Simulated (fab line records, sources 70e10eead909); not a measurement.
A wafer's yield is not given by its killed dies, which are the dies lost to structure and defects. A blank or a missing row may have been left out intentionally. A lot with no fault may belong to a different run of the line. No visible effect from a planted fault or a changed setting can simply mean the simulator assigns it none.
Matching of chambers -- flow nand_harc -- NHARC_P_M2_STRIP_18 on rie_diel-03 has 4 sister chambers
The step strips in N2/H2. 4 wafers are shown with their chamber, then 12 later ones without.

== WAFERS WITH THEIR CHAMBER ==
wafer,chamber,showerhead_plenum_p_Torr (Torr)
L082.4,2,2.20
L083.6,3,1.98
L085.5,0,1.98
L085.6,1,1.89

== WAFERS MISSING THEIR CHAMBER ==
wafer,showerhead_plenum_p_Torr (Torr)
L086.2,1.98
L086.4,1.98
L086.5,2.20
L087.2,2.20
L087.3,1.89
L087.4,1.98
L094.2,2.20
L094.5,1.97
L094.6,1.98
L095.1,1.89
L095.4,1.97
L095.5,2.20

== EACH ONE'S CHAMBER ==
wafer,from the rows above,in truth
L086.2,can't be placed: 0 or 3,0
L086.4,can't be placed: 0 or 3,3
L086.5,2,2
L087.2,2,2
L087.3,1,1
L087.4,can't be placed: 0 or 3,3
L094.2,2,2
L094.5,can't be placed: 0 or 3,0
L094.6,can't be placed: 0 or 3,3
L095.1,1,1
L095.4,can't be placed: 0 or 3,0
L095.5,2,2
Correctly placed: 6 of 12. From these rows, 6 cannot be placed; in 6 the true chamber is one of the candidates. Wrongly placed: 0.
How it was worked out, from the rows above alone: a wafer's distance from a chamber is the root of the sum, over the readings, of the square of ((its reading less the chamber's mean) divided by the reading's scatter). If the next closest chamber is less than 2 further off than the closest, the wafer can't be placed; otherwise it belongs to the closest. For every chamber, the mean is computed from those of its wafers that are shown. The scatter (one wafer shown for each chamber): square how far every hidden wafer sits from the nearest shown wafer, average those squares and take the square root.
